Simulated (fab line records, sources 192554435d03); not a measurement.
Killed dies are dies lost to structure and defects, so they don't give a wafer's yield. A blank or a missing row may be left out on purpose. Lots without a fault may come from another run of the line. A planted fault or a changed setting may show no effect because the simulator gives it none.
Chamber matching | flow n5_finfet | N5_BEOL_M1_STRIP_19 on rie_diel-02: 4 sister chambers
The step strips in O2. 4 wafers are shown with their chamber, then 12 later ones without.

WAFERS WITH THEIR CHAMBER
wafer  | chamber | showerhead_plenum_p_Torr (Torr)
L086.4 | 2       | 2.14
L090.1 | 3       | 2.04
L090.2 | 0       | 2.00
L090.3 | 1       | 2.16

WAFERS WITHOUT THEIR CHAMBER
wafer  | showerhead_plenum_p_Torr (Torr)
L090.4 | 2.16
L090.5 | 2.00
L090.6 | 2.04
L093.2 | 2.00
L093.3 | 2.04
L093.6 | 2.04
L094.1 | 2.00
L094.2 | 2.14
L094.4 | 2.00
L095.4 | 2.04
L095.5 | 1.99
L095.6 | 2.14

WHICH CHAMBER EACH WENT THROUGH
wafer  | from the rows above | in truth
L090.4 | 1                   | 1
L090.5 | 0                   | 0
L090.6 | 3                   | 3
L093.2 | 0                   | 0
L093.3 | 3                   | 3
L093.6 | 3                   | 3
L094.1 | 0                   | 0
L094.2 | 2                   | 2
L094.4 | 0                   | 0
L095.4 | 3                   | 3
L095.5 | 0                   | 0
L095.6 | 2                   | 2
Placed correctly: 12 of 12. Can't be placed from these rows: 0. Placed wrongly: 0.
How it was worked out, from the rows above alone: a wafer's distance from a chamber is the root of the sum, over the readings, of the square of ((its reading less the chamber's mean) divided by the reading's scatter). The wafer belongs to the nearest chamber; if the next one is less than 2 further off, it can't be placed. A chamber's mean is the mean of its shown wafers. The scatter: with one shown wafer a chamber, the root of the mean of the squares of how far each hidden wafer lies from its nearest shown one.
